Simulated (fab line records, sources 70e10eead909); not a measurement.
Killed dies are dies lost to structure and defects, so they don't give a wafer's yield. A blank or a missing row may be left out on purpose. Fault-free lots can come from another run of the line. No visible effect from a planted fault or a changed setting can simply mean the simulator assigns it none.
Check of tool commonality    flow nand harc    13 lots, 39 wafers sampled

== WHY IT WAS OPENED ==
Flagged at NHARC_END_SORT_01: reading killed at periphery, on 3 of 13 lots. Wafers without a fault read 3.0, standard deviation 2.5.
Rule: a lot is flagged when every wafer of it that has a number lies more than 4 standard deviations from that mean, or none has a number. All remaining lots are regarded as sound.

lot   measured      on         killed at periphery, wafer by wafer  flag
L654  day 19 07:11  prober-02  3 3 1                                
L656  day 19 20:32  prober-02  0 3 1                                
L658  day 20 08:04  prober-02  2 3 2                                
L663  day 21 11:18  prober-01  655 651 648                          FLAGGED
L662  day 21 11:19  prober-02  654 650 658                          FLAGGED
L665  day 22 08:18  prober-01  661 654 653                          FLAGGED
L672  day 23 13:57  prober-02  4 5 1                                
L673  day 23 22:06  prober-02  3 2 4                                
L670  day 23 22:07  prober-01  0 0 2                                
L671  day 24 05:56  prober-01  4 4 2                                
L674  day 24 06:40  prober-02  2 3 2                                
L675  day 24 23:58  prober-01  6 9 5                                
L677  day 25 06:12  prober-01  2 1 3                                
On average the flagged lots read 653.8, which is +650.8 against the usual, or +99 or more standard deviations.

== WHICH TOOL RAN EACH LOT ==
Before the reading, the record contains 4 process steps out of a 1159-step route. Cell contents, in order: the tool; ch with the chambers the sampled wafers went through; the start.
lot   flag     NHARC_P_GATE_DESCUM_61              NHARC_P_GATE_STRIP_76                 NHARC_P_GATE_DEGAS_109        NHARC_P_CONTACT_CMP_01
L654           rie diel-03 ch 0,2,3, day 5 08:26   plasma asher-02 ch 0,1, day 5 09:02   pvd sputter-02, day 5 12:17   cmp-01 ch 1,2,3, day 5 14:19
L656           rie diel-02 ch 1,2,3, day 5 14:13   plasma asher-02 ch 0,1, day 5 14:50   pvd sputter-01, day 5 17:46   cmp-04 ch 0,1,2, day 5 19:39
L658           rie diel-02 ch 0,1,3, day 6 09:02   plasma asher-01 ch 0, day 6 09:40     pvd sputter-03, day 6 12:58   cmp-01 ch 0,2, day 6 14:42
L663  FLAGGED  rie diel-03 ch 1,2,3, day 7 14:26   plasma asher-02 ch 0,1, day 7 15:03   pvd sputter-03, day 7 18:07   cmp-01 ch 0,1,3, day 7 19:55
L662  FLAGGED  rie diel-02 ch 0,1, day 7 06:07     plasma asher-01 ch 0,1, day 7 06:48   pvd sputter-03, day 7 09:47   cmp-02 ch 0,2,3, day 7 11:44
L665  FLAGGED  rie diel-03 ch 0,2, day 7 18:41     plasma asher-01 ch 0,1, day 7 19:19   pvd sputter-03, day 7 22:14   cmp-02 ch 2,3, day 7 23:58
L672           rie diel-02 ch 1,2,3, day 9 19:34   plasma asher-02 ch 0,1, day 9 20:11   pvd sputter-01, day 9 23:08   cmp-01 ch 0,1,2, day 10 00:52
L673           rie diel-02 ch 2,3, day 9 21:29     plasma asher-01 ch 1, day 9 22:19     pvd sputter-01, day 10 01:20  cmp-04 ch 0,1,3, day 10 03:05
L670           rie diel-02 ch 0,1,3, day 9 07:52   plasma asher-02 ch 1, day 9 08:29     pvd sputter-02, day 9 19:47   cmp-04 ch 0,1,2, day 9 21:32
L671           rie diel-02 ch 0,2,3, day 9 15:07   plasma asher-02 ch 0,1, day 9 15:44   pvd sputter-02, day 9 18:41   cmp-02 ch 1,2,3, day 9 20:44
L674           rie diel-02 ch 0,2,3, day 10 07:08  plasma asher-01 ch 0,1, day 10 07:46  pvd sputter-03, day 10 10:49  cmp-04 ch 0,1,3, day 10 12:32
L675           rie diel-02 ch 1,2,3, day 10 12:40  plasma asher-02 ch 0,1, day 10 13:17  pvd sputter-02, day 10 20:45  cmp-02 ch 0,1, day 10 22:38
L677           rie diel-02 ch 0,1,3, day 10 21:16  plasma asher-02 ch 0,1, day 10 21:53  pvd sputter-02, day 11 00:56  cmp-04 ch 0,1,3, day 11 03:02
What these steps do:
- NHARC_P_GATE_DESCUM_61: chemistry O2, time 3 s.
- NHARC_P_GATE_STRIP_76: strips in O2.
- NHARC_P_GATE_DEGAS_109: time 60 s.
- NHARC_P_CONTACT_CMP_01: polishes SiO2, target thk 200 nm.
- NHARC_END_SORT_01

== FLAGGED OVER TOTAL, TOOL BY TOOL (the gauges that took the reading come last) ==
step                    tool             lots run  flagged  share of the flagged lots  sound lots run after its first flagged lot
NHARC_P_GATE_DESCUM_61  rie diel-02      10        1        some                       7 (L670,L671,L672,L673,L674,L675,L677)
NHARC_P_GATE_DESCUM_61  rie diel-03      3         2        some                       0
NHARC_P_GATE_STRIP_76   plasma asher-01  5         2        some                       2 (L673,L674)
NHARC_P_GATE_STRIP_76   plasma asher-02  8         1        some                       5 (L670,L671,L672,L675,L677)
NHARC_P_GATE_DEGAS_109  pvd sputter-01   3         0        none                       -
NHARC_P_GATE_DEGAS_109  pvd sputter-02   5         0        none                       -
NHARC_P_GATE_DEGAS_109  pvd sputter-03   5         3        all                        1 (L674)
NHARC_P_CONTACT_CMP_01  cmp-01           4         1        some                       1 (L672)
NHARC_P_CONTACT_CMP_01  cmp-02           4         2        some                       2 (L671,L675)
NHARC_P_CONTACT_CMP_01  cmp-04           5         0        none                       -
NHARC_END_SORT_01       prober-01        6         2        some                       4 (L670,L671,L675,L677)
NHARC_END_SORT_01       prober-02        7         1        some                       3 (L672,L673,L674)

== WHAT THE TABLE ALLOWS ==
1 row of the table ran every flagged lot: pvd sputter-03 at NHARC_P_GATE_DEGAS_109.
- pvd sputter-03 at NHARC_P_GATE_DEGAS_109: 3 of its 5 lots flagged. Lots that were sound ran on it after the first flagged one (L674); a persistent fault on the entire tool would not allow that.
None of the table's rows ran every flagged lot and, after the first, no sound lot.

== WHAT THE SIMULATOR PUT IN ==
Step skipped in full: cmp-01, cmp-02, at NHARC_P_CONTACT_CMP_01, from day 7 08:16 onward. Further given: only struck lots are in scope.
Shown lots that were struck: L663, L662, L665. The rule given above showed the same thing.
